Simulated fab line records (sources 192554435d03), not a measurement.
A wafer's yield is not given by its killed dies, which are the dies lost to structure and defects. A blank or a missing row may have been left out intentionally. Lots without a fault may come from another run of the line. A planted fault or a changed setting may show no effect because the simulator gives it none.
Matching of chambers :: flow n5-finfet :: N5_BEOL_M5_PRE_CLEAN_77 on cvd-co-02: 3 sister chambers
The step time 15 s. 36 wafers are shown with their chamber, then 12 later ones without.

## WAFERS WITH THEIR CHAMBER
wafer: L075.3
chamber: 2
heater-power-w (W): 73

wafer: L075.4
chamber: 0
heater-power-w (W): 76

wafer: L075.5
chamber: 1
heater-power-w (W): 84

wafer: L076.1
chamber: 1
heater-power-w (W): 83

wafer: L076.2
chamber: 0
heater-power-w (W): 79

wafer: L076.3
chamber: 2
heater-power-w (W): 72

wafer: L076.4
chamber: 2
heater-power-w (W): 70

wafer: L076.5
chamber: 0
heater-power-w (W): 78

wafer: L076.6
chamber: 1
heater-power-w (W): 85

wafer: L079.2
chamber: 0
heater-power-w (W): 77

wafer: L079.3
chamber: 2
heater-power-w (W): 73

wafer: L079.6
chamber: 1
heater-power-w (W): 83

wafer: L081.1
chamber: 0
heater-power-w (W): 76

wafer: L081.2
chamber: 2
heater-power-w (W): 72

wafer: L081.3
chamber: 1
heater-power-w (W): 84

wafer: L081.4
chamber: 2
heater-power-w (W): 72

wafer: L081.5
chamber: 0
heater-power-w (W): 77

wafer: L081.6
chamber: 1
heater-power-w (W): 84

wafer: L083.1
chamber: 1
heater-power-w (W): 84

wafer: L083.3
chamber: 2
heater-power-w (W): 74

wafer: L083.4
chamber: 1
heater-power-w (W): 82

wafer: L084.2
chamber: 0
heater-power-w (W): 78

wafer: L084.5
chamber: 0
heater-power-w (W): 75

wafer: L084.6
chamber: 2
heater-power-w (W): 76

wafer: L085.3
chamber: 0
heater-power-w (W): 75

wafer: L085.4
chamber: 2
heater-power-w (W): 75

wafer: L085.6
chamber: 0
heater-power-w (W): 77

wafer: L087.2
chamber: 0
heater-power-w (W): 78

wafer: L087.3
chamber: 1
heater-power-w (W): 85

wafer: L087.6
chamber: 0
heater-power-w (W): 78

wafer: L089.1
chamber: 0
heater-power-w (W): 77

wafer: L089.3
chamber: 1
heater-power-w (W): 86

wafer: L089.4
chamber: 1
heater-power-w (W): 86

wafer: L086.2
chamber: 1
heater-power-w (W): 82

wafer: L086.4
chamber: 1
heater-power-w (W): 84

wafer: L086.5
chamber: 0
heater-power-w (W): 77

SIGNATURES (means of the wafers above)
reading: heater-power-w
chamber 0: 77.00
chamber 1: 84.00
chamber 2: 73.00
scatter within a chamber: 1.39
Rule: for each reading, subtract the chamber's mean from the wafer's reading, divide by that reading's scatter and square the result; add these up over the readings and take the root, which gives the wafer's distance from the chamber. The wafer belongs to the nearest chamber; if the next one is less than 2 further off, it can't be placed. The scatter: take each reading less its chamber's mean, square it, sum over the shown wafers, divide by the number of wafers less the number of chambers, and take the root.

## WAFERS WITH NO CHAMBER GIVEN
wafer: L090.1
heater-power-w (W): 76

wafer: L090.2
heater-power-w (W): 74

wafer: L090.6
heater-power-w (W): 76

wafer: L092.2
heater-power-w (W): 78

wafer: L092.3
heater-power-w (W): 86

wafer: L092.6
heater-power-w (W): 86

wafer: L091.1
heater-power-w (W): 88

wafer: L091.2
heater-power-w (W): 74

wafer: L091.3
heater-power-w (W): 76

wafer: L097.4
heater-power-w (W): 76

wafer: L097.5
heater-power-w (W): 74

wafer: L097.6
heater-power-w (W): 88

## EACH ONE'S CHAMBER
wafer: L090.1
from the rows above: can't be placed: 0 or 2
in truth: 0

wafer: L090.2
from the rows above: can't be placed: 2 or 0
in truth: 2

wafer: L090.6
from the rows above: can't be placed: 0 or 2
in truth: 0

wafer: L092.2
from the rows above: 0
in truth: 0

wafer: L092.3
from the rows above: 1
in truth: 1

wafer: L092.6
from the rows above: 1
in truth: 1

wafer: L091.1
from the rows above: 1
in truth: 1

wafer: L091.2
from the rows above: can't be placed: 2 or 0
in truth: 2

wafer: L091.3
from the rows above: can't be placed: 0 or 2
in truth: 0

wafer: L097.4
from the rows above: can't be placed: 0 or 2
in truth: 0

wafer: L097.5
from the rows above: can't be placed: 2 or 0
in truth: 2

wafer: L097.6
from the rows above: 1
in truth: 1
5 of 12 placed correctly. Can't be placed from these rows: 7 (the true chamber is among the candidates in 7). Placed wrongly: 0.
